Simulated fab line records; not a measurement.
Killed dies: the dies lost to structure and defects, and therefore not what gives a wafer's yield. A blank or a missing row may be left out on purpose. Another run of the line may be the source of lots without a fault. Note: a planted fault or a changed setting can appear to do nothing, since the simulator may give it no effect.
fab line records	flow n5_finfet
record lots=7	wafers=39
route steps=1938 shown MOL_CONTACT_COAG@624 BEOL_M4@1024 BEOL_M6@1236 BEOL_M7@1308
start_h: the number of hours between the record's first day and the start of the first shown wafer of the lot	wait_h: time in hours since the lot's previous step	" unchanged from the row above	L1.1+2: a single row standing in for several wafers	- either no value or no given start	* or withheld: withheld	< > ~ a bound
route shown NAME@n: names a module that has steps shown in the file, with the first one's number in the route	usual: mean and standard deviation over wafers with no fault	same: alike in all rows	chamber/n: place in a boat	sites: each site's reading	_std_site: their standard deviation	_edge_site: inner sites' mean taken away from outer sites' mean	radius_mm: for every site, how far away it sits from the centre of the wafer	mask NAME#n: copy n	behind: the most recent tool/chamber to have shaped the wafer	hold: what put the lot on hold/how long, in hours/how the hold closed	device: transistor that didn't switch, given as n, p or np	end of line: tests of these same wafers at the route's end	for a step that has no rows: nothing shown but its recipe	killed: not the wafer's yield, but the dies lost to structure and defects at the first sort	map: a wafer's dies, x killed, . not, _ none there
set.NAME: the setting as run; set.NAME@STEP: as run at that earlier step	model.NAME: the simulator's own value behind a step, which no gauge read
lots whose settings were changed on purpose; a table a step, a row a wafer
## steps
# step N5_MOL_CONTACT_COAG_CVD_140
# recipe material=W	target_thk_a=665	mode=selective_fill	temp_c=300	time_s=215
lot.wafer	tool	chamber	start_h	wait_h	set.target_thk_a	model.W_of_MOL_CONTACT_COAG_CVD_140.thk_nm
L074.1	cvd_w-01	0	106.51	0.1	665	65.2
L074.2+6	"	1	"	"	844.7	83.6
L074.3	"	1	"	"	844.7	83.4
L074.4	"	0	"	"	665	65.4
L074.5	"	0	"	"	665	64.8
L075.1+3	cvd_w-01	0	108.95	0.1	665	65.6
L075.2	"	1	"	"	665	66.4
L075.4	"	1	"	"	665	66.6
L075.5	"	0	"	"	665	66
L075.6	"	1	"	"	665	66.2
L077.3	cvd_w-01	0	117.46	0.1	665	65.2
L077.4	"	1	"	"	665	65.8
L077.5	"	1	"	"	665	66.4
L085.1+6	cvd_w-02	0	169.52	0.1	665	66.4
L085.2	"	1	"	"	450.8	45.8
L085.3	"	1	"	"	450.8	45.6
L085.4	"	0	"	"	450.8	45.2
L085.5	"	1	"	"	665	67.2
L089.1+3	cvd_w-01	1	188.77	0.1	273.7	27
L089.2	"	0	"	"	665	66
L089.4	"	0	"	"	273.7	26
L089.5	"	1	"	"	665	66.6
L089.6	"	0	"	"	665	65.2
L093.1	cvd_w-01	0	219.84	0.1	665	64.6
L093.2	"	1	"	"	665	65.8
L093.3	"	0	"	"	665	64.2
L093.4	"	1	"	"	665	65.4
L093.5	"	0	"	"	665	64.4
L093.6	"	1	"	"	665	66
L097.1+3	cvd_w-01	0	239.30	0.1	927.4	91.4
L097.2	"	1	"	"	927.4	92.8
L097.4	"	1	"	"	665	66.4
L097.5	"	0	"	"	665	65.2
L097.6	"	1	"	"	665	66.2
# step N5_MOL_CONTACT_COAG_PRECLEAN_127
# recipe chemistry=DIW	time_s=57.5	temp_c=23
# step N5_MOL_CONTACT_COAG_SRD_128
# recipe dry_time_s=32	dry=n2_spin	spin_rpm=1500
# step N5_MOL_CONTACT_COAG_CMP_52
# recipe stop_on=SiO2	t_overpolish_s=1.5	post_cmp_clean=w_dilute_nh4oh	down_force_psi=4	platen_rpm=50.289	pad_velocity_m_s=1.0006	target_thk_nm=66.5
lot.wafer	tool	chamber	start_h	wait_h	set.target_thk_a@MOL_CONTACT_COAG_CVD_140	model.W_of_MOL_CONTACT_COAG_CVD_140.thk_nm
L074.1	cmp-03	3	106.85	0.0	665	65.2
L074.4	"	0	"	"	665	65.4
L074.2	"	1	"	"	844.7	67.6
L074.3	"	2	"	"	844.7	68.2
L074.6	"	3	"	"	844.7	67
L074.5	"	0	"	"	665	64.8
L075.1+3	cmp-02	1,3	109.27	0.0	665	65.6
L075.4	"	2	"	"	665	66.6
L075.2	"	0	"	"	665	66.4
L075.6	"	1	"	"	665	66.2
L075.5	"	2	"	"	665	66
L077.3	cmp-01	1	117.74	0.1	665	65.2
L077.4	"	3	"	"	665	65.8
L077.5	"	1	"	"	665	66.4
L085.1+6	cmp-03	1	169.84	0.0	665	66.4
L085.3	"	2	"	"	450.8	45.6
L085.2	"	3	"	"	450.8	45.8
L085.4	"	0	"	"	450.8	45.2
L085.5	"	2	"	"	665	67.2
L089.4	cmp-02	0	189.09	0.0	273.7	26
L089.3+1	"	1,2	"	"	273.7	27
L089.2	"	3	"	"	665	66
L089.6	"	0	"	"	665	65.2
L089.5	"	1	"	"	665	66.6
L093.4	cmp-01	3	220.35	0.2	665	65.4
L093.2	"	0	"	"	665	65.8
L093.3	"	1	"	"	665	64.2
L093.1	"	2	"	"	665	64.6
L093.5	"	3	"	"	665	64.4
L093.6	"	0	"	"	665	66
L097.4	cmp-01	2	239.62	0.0	665	66.4
L097.3	"	3	"	"	927.4	66.6
L097.2	"	0	"	"	927.4	68
L097.1	"	1	"	"	927.4	67.4
L097.6	"	2	"	"	665	66.2
L097.5	"	3	"	"	665	65.2
# step N5_BEOL_M4_HM_DEP_02
# recipe material=TiN	target_thk_a=200	temp_c=25	chamber_pressure_pa=0.49996
lot.wafer	tool	chamber	start_h	wait_h	set.target_thk_a	model.TiN_of_BEOL_M4_HM_DEP_02.thk_nm
L074.1+3	pvd_sputter-02	-	156.91	0.6	287.2	28.8
L074.2	"	-	"	"	287.2	29
L074.4+5	"	-	"	"	200	20.2
L074.6	"	-	"	"	200	20.4
L075.1+4+5+6	pvd_sputter-02	-	159.90	1.8	200	20
L075.2+3	"	-	"	"	200	20.2
L077.3+4+5	pvd_sputter-02	-	170.84	0.3	200	20
L085.1	pvd_sputter-01	-	220.09	1.6	236.9	24
L085.2+3	"	-	"	"	200	20.4
L085.4	"	-	"	"	236.9	23.6
L085.5	"	-	"	"	200	20
L085.6	"	-	"	"	236.9	23.8
L089.1	pvd_sputter-01	-	241.46	0.2	200	20.4
L089.2	"	-	"	"	200	19.8
L089.3+4+6	"	-	"	"	110.2	11.4
L089.5	"	-	"	"	200	20
L093.1+2+5+6	pvd_sputter-01	-	274.45	0.0	200	20.2
L093.3	"	-	"	"	200	19.8
L093.4	"	-	"	"	200	20.4
L097.1	pvd_sputter-01	-	307.79	0.4	136.8	14
L097.2	"	-	"	"	136.8	14.2
L097.3+4	"	-	"	"	200	20.6
L097.5	"	-	"	"	136.8	13.8
L097.6	"	-	"	"	200	20.8
# step N5_BEOL_M4_COAT_61
# recipe resist=SOC	temp_c=250	time_s=60	spin_rpm=1500	resist_thk_nm=60
# step N5_BEOL_M4_COAT_62
# recipe resist=SiARC	temp_c=220	time_s=60	spin_rpm=1500	resist_thk_nm=12
# step N5_BEOL_M4_STRIP_75
# recipe chemistry=N2/H2	temp_c=40	n2_flow_sccm=200	h2_flow_sccm=200	rf_frequency_hz=6e+07
# step N5_BEOL_M4_STRIP_66
# recipe chemistry=CF4	resist=SiARC	power_w=300	bias_power_w=75	pressure_mtorr=50	cf4_flow_sccm=150	rf_frequency_hz=6e+07
# step N5_BEOL_M4_HM_OPEN_17
# recipe chemistry=Cl2/BCl3	target_depth_a=200	overetch_a=60	target=TiN	mask_material=SOC	ion_energy_ev=150	pressure_mtorr=10	icp_w=1000	bias_w=126	Cl2_flow_sccm=53.25	bcl3_flow_sccm=21.75	Ar_flow_sccm=25
lot.wafer	tool	chamber	start_h	wait_h	set.target_thk_a@BEOL_M4_HM_DEP_02	model.etch.depth_nm
L074.1	rie_metal-01	1	157.68	0.0	287.2	26.55
L074.2	"	0	"	"	287.2	27.03
L074.3	"	0	"	"	287.2	27.04
L074.4	"	1	"	"	200	20.2
L074.5	"	0	"	"	200	20.23
L074.6	"	1	"	"	200	20.34
L075.1+6	rie_metal-02	0	160.67	0.0	200	20.07
L075.2	"	0	"	"	200	20.12
L075.3	"	0	"	"	200	20.18
L075.4	"	0	"	"	200	20.09
L075.5	"	0	"	"	200	20.02
L077.3	rie_metal-02	0	171.77	0.1	200	19.9
L077.4	"	1	"	"	200	19.97
L077.5	"	1	"	"	200	20.05
L085.1	rie_metal-01	1	220.98	0.0	236.9	24.02
L085.2	"	0	"	"	200	20.31
L085.3	"	0	"	"	200	20.41
L085.4	"	1	"	"	236.9	23.68
L085.5	"	1	"	"	200	20.02
L085.6	"	0	"	"	236.9	23.87
L089.1	rie_metal-01	0	243.74	0.0	200	20.44
L089.2	"	1	"	"	200	19.86
L089.3	"	1	"	"	110.2	11.45
L089.4	"	0	"	"	110.2	11.43
L089.5	"	1	"	"	200	20.08
L089.6	"	0	"	"	110.2	11.38
L093.1	rie_metal-02	0	275.22	0.0	200	20.28
L093.2	"	1	"	"	200	20.19
L093.3	"	0	"	"	200	19.75
L093.4	"	1	"	"	200	20.46
L093.5+6	"	0,1	"	"	200	20.14
L097.1	rie_metal-02	1	308.72	0.1	136.8	13.98
L097.2	"	0	"	"	136.8	14.28
L097.3	"	1	"	"	200	20.52
L097.4	"	0	"	"	200	20.6
L097.5	"	0	"	"	136.8	13.82
L097.6	"	1	"	"	200	20.73
# step N5_BEOL_M6_VIA_ETCH_34
# recipe chemistry=C4F6/O2	target=SiCOH_lowk	target_depth_a=1263	mask_material=SOC	taper_deg=4	time_s=50.9	ion_energy_ev=250	pressure_mtorr=30	source_w=345	bias_w=185	Ar_flow_sccm=300	C4F6_flow_sccm=10	O2_flow_sccm=10
lot.wafer	tool	chamber	start_h	wait_h	set.target_depth_a	model.etch.depth_nm	model.SOC_of_BEOL_M6_COAT_63.thk_nm
L074.1	rie_diel-01	1	184.63	0.0	1263	128.2	53.6
L074.2	"	3	"	"	1263	123.9	54
L074.3	"	0	"	"	1699	171.5	51.6
L074.4	"	2	"	"	1263	123.4	54.2
L074.5	"	1	"	"	1699	170.9	51.8
L074.6	"	0	"	"	1699	171.3	51.4
L075.1	rie_diel-01	0	190.36	0.0	1263	128.7	54
L075.2	"	1	"	"	1263	129.1	53.8
L075.3	"	2	"	"	1058	103.2	55.2
L075.4	"	3	"	"	1058	105.1	55
L075.5	"	2	"	"	1263	123.5	54.2
L075.6	"	1	"	"	1058	107.9	54.8
L077.3	rie_diel-03	1	198.12	0.0	1263	125.7	53.6
L077.4	"	2	"	"	1263	122.7	54
L077.5	"	1	"	"	1263	127.4	53.6
L085.1	rie_diel-03	3	263.79	0.0	1263	125.2	53.8
L085.2	"	1	"	"	1263	126.3	53.8
L085.3	"	0	"	"	1263	125.1	53.8
L085.4	"	0	"	"	1263	125.3	54
L085.5	"	1	"	"	1263	125.6	53.8
L085.6	"	3	"	"	1263	123.4	53.8
L089.1	rie_diel-06	2	276.93	0.0	1936	195.9	50.8
L089.2	"	0	"	"	1263	127	53.8
L089.3	"	3	"	"	1936	189	50.8
L089.4	"	3	"	"	1263	123.4	54
L089.5	"	0	"	"	1263	127.9	54
L089.6	"	2	"	"	1936	196.1	50.8
L093.1	rie_diel-01	0	300.13	0.0	1263	125.7	54
L093.2	"	3	"	"	1263	123.1	54
L093.3	"	2	"	"	1958	195.3	50.6
L093.4	"	1	"	"	1958	195.9	50.4
L093.5	"	0	"	"	1263	125.1	54
L093.6	"	3	"	"	1958	190.5	51
L097.1	rie_diel-03	3	348.68	0.0	951.2	91.32	55.6
L097.2	"	2	"	"	1263	124.8	53.6
L097.3	"	0	"	"	951.2	93.37	55.6
L097.4	"	1	"	"	951.2	92.53	55.2
L097.5	"	2	"	"	1263	125.3	53.6
L097.6	"	1	"	"	1263	123.8	54
# step N5_BEOL_M7_TRENCH_ETCH_37
# recipe chemistry=C4F6/O2	target_depth_a=934.78	target=SiCOH_lowk	time_s=31.2	ion_energy_ev=250	pressure_mtorr=30	source_w=345	bias_w=185	Ar_flow_sccm=300	C4F6_flow_sccm=10	O2_flow_sccm=10
lot.wafer	tool	chamber	start_h	wait_h	set.time_s	model.etch.depth_nm	model.BEOL_M7.feature_depth_nm	model.TiN_of_BEOL_M7_HM_DEP_02.thk_nm
L074.1	rie_diel-02	2	-	-	18.54	57.19	57.2	18.2
L074.2	"	0	"	"	31.2	92.78	92.8	16.8
L074.3	"	3	"	"	18.54	56.62	56.6	18.2
L074.4	"	1	"	"	18.54	56.9	56.8	18
L074.5	"	1	"	"	31.2	96.24	96.2	16.6
L074.6	"	0	"	"	31.2	94.98	95	17
L075.1	rie_diel-02	3	-	-	31.2	94.1	94.2	17.6
L075.2	"	0	"	"	31.2	93.54	93.6	17.4
L075.3	"	1	"	"	31.2	94.2	94.2	17.6
L075.4	"	2	"	"	31.2	94.74	94.8	17.4
L075.5	"	3	"	"	31.2	94.3	94.4	17.4
L075.6	"	2	"	"	31.2	94.54	94.6	17.6
L077.3	rie_diel-04	0	-	-	31.2	94.76	94.8	17.4
L077.4	"	2	"	"	31.2	96.48	96.4	17.4
L077.5	"	0	"	"	31.2	94.98	95	17.4
L085.1	rie_diel-04	1	-	-	31.2	88.02	88	17.8
L085.2	"	3	"	"	21.98	65.01	65	18.4
L085.3	"	0	"	"	21.98	65.74	65.8	18.4
L085.4	"	2	"	"	31.2	95.36	95.4	17.8
L085.5	"	3	"	"	31.2	92.3	92.4	18
L085.6	"	2	"	"	21.98	67.14	67.2	18.6
L089.1	rie_diel-04	1	-	-	48.88	141	141	16
L089.2	"	0	"	"	48.88	148.4	148.4	15.8
L089.3	"	3	"	"	31.2	93.7	93.6	17.4
L089.4	"	2	"	"	31.2	96.01	96	17.6
L089.5	"	2	"	"	31.2	96.33	96.4	17.6
L089.6	"	3	"	"	48.88	147.6	147.6	15.8
L093.1	rie_diel-04	0	-	-	31.2	93.06	93	17.4
L093.2	"	3	"	"	31.2	93.95	94	17.2
L093.3	"	1	"	"	31.2	89.62	89.6	17.6
L093.4	"	2	"	"	31.2	95.99	96	17.2
L093.5	"	1	"	"	31.2	89.13	89.2	17.6
L093.6	"	0	"	"	31.2	93.89	93.8	17.4
L097.1	rie_diel-04	1	-	-	31.2	88.1	88.2	17.6
L097.2	"	3	"	"	25.82	77.22	77.2	18
L097.3	"	0	"	"	25.82	77.21	77.2	17.8
L097.4	"	2	"	"	25.82	78.31	78.4	18
L097.5	"	0	"	"	31.2	93.4	93.4	17.6
L097.6	"	1	"	"	31.2	88.41	88.4	17.6
# step N5_BEOL_M7_ETCH_41
# recipe chemistry=CH3F/O2	target=SiCN	target_depth_a=319	taper_deg=2	time_s=57.8	ion_energy_ev=120	mask_material=TiN	pressure_mtorr=30	source_w=395	bias_w=75	Ar_flow_sccm=150	CH3F_flow_sccm=30	O2_flow_sccm=20
# step N5_BEOL_M7_STRIP_80
# recipe chemistry=N2/H2	time_s=10	power_w=450	temp_c=40	pressure_mtorr=20	rf_frequency_hz=6e+07	bias_power_w=7	n2_flow_sccm=200	h2_flow_sccm=200
# step N5_BEOL_M7_OCD_MEAS_38
# usual trench_depth_nm=93.6/1.9
lot.wafer	tool	chamber	start_h	wait_h	set.time_s@BEOL_M7_TRENCH_ETCH_37	trench_depth_nm
L074.1	ocd-01	-	192.35	-	18.54	57.5
L074.2	"	-	"	"	31.2	92.8
L074.3	"	-	"	"	18.54	56.9
L074.4	"	-	"	"	18.54	57.1
L074.5	"	-	"	"	31.2	96.6
L074.6	"	-	"	"	31.2	95.1
L075.1	ocd-01	-	196.65	-	31.2	93.9
L075.2	"	-	"	"	31.2	93.5
L075.3	"	-	"	"	31.2	94.1
L075.4	"	-	"	"	31.2	95.0
L075.5	"	-	"	"	31.2	94.1
L075.6	"	-	"	"	31.2	94.6
L077.3	ocd-01	-	207.15	-	31.2	94.7
L077.4	"	-	"	"	31.2	96.2
L077.5	"	-	"	"	31.2	94.8
L085.1	ocd-01	-	274.05	-	31.2	88.0
L085.2	"	-	"	"	21.98	65.5
L085.3	"	-	"	"	21.98	65.6
L085.4	"	-	"	"	31.2	94.7
L085.5	"	-	"	"	31.2	92.2
L085.6	"	-	"	"	21.98	67.0
L089.1	ocd-01	-	285.12	-	48.88	140.5
L089.2	"	-	"	"	48.88	148.2
L089.3	"	-	"	"	31.2	93.3
L089.4	"	-	"	"	31.2	96.4
L089.5	"	-	"	"	31.2	96.2
L089.6	"	-	"	"	48.88	147.4
L093.1	ocd-01	-	309.50	-	31.2	93.2
L093.2	"	-	"	"	31.2	93.9
L093.3	"	-	"	"	31.2	89.4
L093.4	"	-	"	"	31.2	95.8
L093.5	"	-	"	"	31.2	89.5
L093.6	"	-	"	"	31.2	93.8
L097.1	ocd-02	-	358.09	-	31.2	88.6
L097.2	"	-	"	"	25.82	77.2
L097.3	"	-	"	"	25.82	77.0
L097.4	"	-	"	"	25.82	79.0
L097.5	"	-	"	"	31.2	93.1
L097.6	"	-	"	"	31.2	87.9
# step N5_BEOL_M7_HM_STRIP_39
# recipe chemistry=peroxide_tin_strip	material=TiN	target_depth_a=250	temp_c=50	time_s=158
# step N5_BEOL_M7_SRD_40
# recipe time_s=30	temp_c=23	rinse_liquid=diw	dry=ipa_marangoni
# step N5_BEOL_M7_ECD_50
# recipe material=Cu	target_thk_a=3000
# step N5_BEOL_M7_ANNEAL_51
# recipe temp_c=225	time_s=90	ambient=N2
# step N5_BEOL_M7_CMP_52
# recipe stop_on=SiCOH_lowk	t_overpolish_s=6.9	down_force_psi=1	platen_rpm=50	clearing_platen_down_force_psi=1.5	clearing_platen_rpm=50	post_cmp_clean=cu_alkaline	target_thk_nm=80	clearing_platen_pad_velocity_m_s=0.99484	pad_velocity_m_s=0.99484
lot.wafer	tool	chamber	start_h	wait_h	set.time_s@BEOL_M7_TRENCH_ETCH_37	model.Cu_of_BEOL_M7_ECD_50.thk_nm
L074.3+4	cmp-02	3,1	194.32	0.2	18.54	42.6
L074.1	"	0	"	"	18.54	45.8
L074.2	"	2	"	"	31.2	81.2
L074.6	"	3	"	"	31.2	82.2
L074.5	"	0	"	"	31.2	83.4
L075.1+3	cmp-02	3,2	199.81	0.3	31.2	81.4
L075.4	"	0	"	"	31.2	83
L075.2	"	1	"	"	31.2	79.4
L075.5	"	3	"	"	31.2	81.8
L075.6	"	0	"	"	31.2	82.6
L077.3	cmp-02	2	210.99	0.2	31.2	83
L077.4	"	3	"	"	31.2	85.4
L077.5	"	2	"	"	31.2	83.8
L085.3	cmp-01	1	276.13	0.2	21.98	52.8
L085.1	"	2	"	"	31.2	76.6
L085.4	"	3	"	"	31.2	83.8
L085.2	"	0	"	"	21.98	54
L085.6	"	1	"	"	21.98	53.4
L085.5	"	2	"	"	31.2	80
L089.1	cmp-03	1	287.94	0.3	48.88	126.4
L089.2	"	2	"	"	48.88	135.2
L089.4	"	3	"	"	31.2	82
L089.3	"	0	"	"	31.2	77.6
L089.5	"	1	"	"	31.2	81.2
L089.6	"	2	"	"	48.88	134
L093.1	cmp-01	3	311.54	0.3	31.2	78.4
L093.4	"	0	"	"	31.2	83.2
L093.2	"	1	"	"	31.2	78.2
L093.3+5	"	2,0	"	"	31.2	75.6
L093.6	"	3	"	"	31.2	79
L097.4	cmp-01	3	360.58	0.1	25.82	65
L097.1	"	0	"	"	31.2	75.4
L097.2	"	1	"	"	25.82	63.6
L097.3	"	2	"	"	25.82	62.8
L097.5	"	3	"	"	31.2	79
L097.6	"	0	"	"	31.2	75.2
# step N5_BEOL_M7_THK_MEAS_53
# recipe thk_meas_gauge=xrf	reads=Cu_of_BEOL_M7_ECD_50
# usual M7_THK=79.1/2.3
lot.wafer	tool	chamber	start_h	wait_h	set.time_s@BEOL_M7_TRENCH_ETCH_37	M7_THK[nm]
L074.1	film_metro-02	-	194.62	-	18.54	45.4
L074.2	"	-	"	"	31.2	80.5
L074.3	"	-	"	"	18.54	42.2
L074.4	"	-	"	"	18.54	42.1
L074.5	"	-	"	"	31.2	82.8
L074.6	"	-	"	"	31.2	81.2
L075.1	film_metro-02	-	200.11	-	31.2	79.5
L075.2	"	-	"	"	31.2	77.4
L075.3	"	-	"	"	31.2	79.4
L075.4	"	-	"	"	31.2	81.2
L075.5	"	-	"	"	31.2	79.9
L075.6	"	-	"	"	31.2	80.6
L077.3	film_metro-02	-	211.28	-	31.2	81.3
L077.4	"	-	"	"	31.2	83.8
L077.5	"	-	"	"	31.2	82.4
L085.1	film_metro-02	-	276.43	-	31.2	75.0
L085.2	"	-	"	"	21.98	53.3
L085.3	"	-	"	"	21.98	51.8
L085.4	"	-	"	"	31.2	82.1
L085.5	"	-	"	"	31.2	79.0
L085.6	"	-	"	"	21.98	52.5
L089.1	film_metro-02	-	288.23	-	48.88	124.8
L089.2	"	-	"	"	48.88	133.2
L089.3	"	-	"	"	31.2	76.7
L089.4	"	-	"	"	31.2	80.8
L089.5	"	-	"	"	31.2	79.7
L089.6	"	-	"	"	48.88	132.0
L093.1	film_metro-01	-	311.84	-	31.2	76.6
L093.2	"	-	"	"	31.2	77.1
L093.3	"	-	"	"	31.2	74.1
L093.4	"	-	"	"	31.2	81.6
L093.5	"	-	"	"	31.2	74.3
L093.6	"	-	"	"	31.2	77.5
L097.1	film_metro-02	-	360.88	-	31.2	73.6
L097.2	"	-	"	"	25.82	62.4
L097.3	"	-	"	"	25.82	61.6
L097.4	"	-	"	"	25.82	63.3
L097.5	"	-	"	"	31.2	77.1
L097.6	"	-	"	"	31.2	73.7
# step N5_BEOL_M7_PRE_CLEAN_55
# recipe gas=NH3	time_s=15	temp_c=withheld	rf_power_w=300
# step N5_BEOL_M7_DEP_56
# recipe material=SiCN	target_thk_a=100	temp_c=withheld	precursor=3MS/NH3	pressure_torr=3	rf_w=202	time_s=17.5
# step N5_BEOL_M7_RS_MEAS_57
# recipe thk_meas_gauge=four-point-probe	reads=Cu_of_BEOL_M7_ECD_50+Co_of_BEOL_M7_CVD_78+TaN_of_BEOL_M7_ALD_77
# usual M7_RS=0.285/0.0095
lot.wafer	tool	chamber	start_h	wait_h	set.time_s@BEOL_M7_TRENCH_ETCH_37	M7_RS[ohm/sq]
L074.1	film_metro-01	-	194.75	0.1	18.54	0.566
L074.2	"	-	"	"	31.2	0.282
L074.3	"	-	"	"	18.54	0.622
L074.4	"	-	"	"	18.54	0.623
L074.5	"	-	"	"	31.2	0.272
L074.6	"	-	"	"	31.2	0.277
L075.1	film_metro-02	-	200.24	0.1	31.2	0.280
L075.2	"	-	"	"	31.2	0.288
L075.3	"	-	"	"	31.2	0.281
L075.4	"	-	"	"	31.2	0.274
L075.5	"	-	"	"	31.2	0.279
L075.6	"	-	"	"	31.2	0.276
L077.3	film_metro-02	-	211.44	0.1	31.2	0.273
L077.4	"	-	"	"	31.2	0.264
L077.5	"	-	"	"	31.2	0.270
L085.1	film_metro-01	-	276.56	0.1	31.2	0.302
L085.2	"	-	"	"	21.98	0.460
L085.3	"	-	"	"	21.98	0.473
L085.4	"	-	"	"	31.2	0.272
L085.5	"	-	"	"	31.2	0.287
L085.6	"	-	"	"	21.98	0.468
L089.1	film_metro-02	-	288.36	0.1	48.88	0.169
L089.2	"	-	"	"	48.88	0.157
L089.3	"	-	"	"	31.2	0.297
L089.4	"	-	"	"	31.2	0.278
L089.5	"	-	"	"	31.2	0.282
L089.6	"	-	"	"	48.88	0.159
L093.1	film_metro-01	-	311.97	0.1	31.2	0.293
L093.2	"	-	"	"	31.2	0.294
L093.3	"	-	"	"	31.2	0.306
L093.4	"	-	"	"	31.2	0.273
L093.5	"	-	"	"	31.2	0.306
L093.6	"	-	"	"	31.2	0.290
L097.1	film_metro-02	-	361.01	0.1	31.2	0.306
L097.2	"	-	"	"	25.82	0.375
L097.3	"	-	"	"	25.82	0.382
L097.4	"	-	"	"	25.82	0.368
L097.5	"	-	"	"	31.2	0.290
L097.6	"	-	"	"	31.2	0.308
## key
split step=N5_MOL_CONTACT_COAG_CVD_140	setting=target_thk_a	stated=665	by=wafer
response step=N5_MOL_CONTACT_COAG_CVD_140	reading=model.W_of_MOL_CONTACT_COAG_CVD_140.thk_nm	change=+0.665	per=1%	r=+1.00
response step=N5_MOL_CONTACT_COAG_CMP_52	reading=model.W_of_MOL_CONTACT_COAG_CVD_140.thk_nm	shape=bent	at_lowest=26.67	at_stated=65.75	at_highest=67.33
split step=N5_BEOL_M4_HM_DEP_02	setting=target_thk_a	stated=200	by=wafer
response step=N5_BEOL_M4_HM_DEP_02	reading=model.TiN_of_BEOL_M4_HM_DEP_02.thk_nm	change=+0.198	per=1%	r=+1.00
response step=N5_BEOL_M4_HM_OPEN_17	reading=model.etch.depth_nm	change=+0.182	per=1%	r=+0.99
split step=N5_BEOL_M6_VIA_ETCH_34	setting=target_depth_a	stated=1263	by=wafer
response step=N5_BEOL_M6_VIA_ETCH_34	reading=model.etch.depth_nm	change=+1.28	per=1%	r=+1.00
response step=N5_BEOL_M6_VIA_ETCH_34	reading=model.SOC_of_BEOL_M6_COAT_63.thk_nm	change=-0.0618	per=1%	r=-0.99
split step=N5_BEOL_M7_TRENCH_ETCH_37	setting=time_s	stated=31.2	by=wafer
response step=N5_BEOL_M7_TRENCH_ETCH_37	reading=model.etch.depth_nm	change=+0.89	per=1%	r=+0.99
response step=N5_BEOL_M7_TRENCH_ETCH_37	reading=model.BEOL_M7.feature_depth_nm	change=+0.89	per=1%	r=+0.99
response step=N5_BEOL_M7_TRENCH_ETCH_37	reading=model.TiN_of_BEOL_M7_HM_DEP_02.thk_nm	change=-0.0285	per=1%	r=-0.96
response step=N5_BEOL_M7_OCD_MEAS_38	reading=trench_depth_nm	change=+0.885	per=1%	r=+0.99
response step=N5_BEOL_M7_CMP_52	reading=model.Cu_of_BEOL_M7_ECD_50.thk_nm	change=+0.912	per=1%	r=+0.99
response step=N5_BEOL_M7_THK_MEAS_53	reading=M7_THK	change=+0.9	per=1%	r=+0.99
response step=N5_BEOL_M7_RS_MEAS_57	reading=M7_RS	shape=bent	at_lowest=0.604	at_stated=0.285	at_highest=0.162
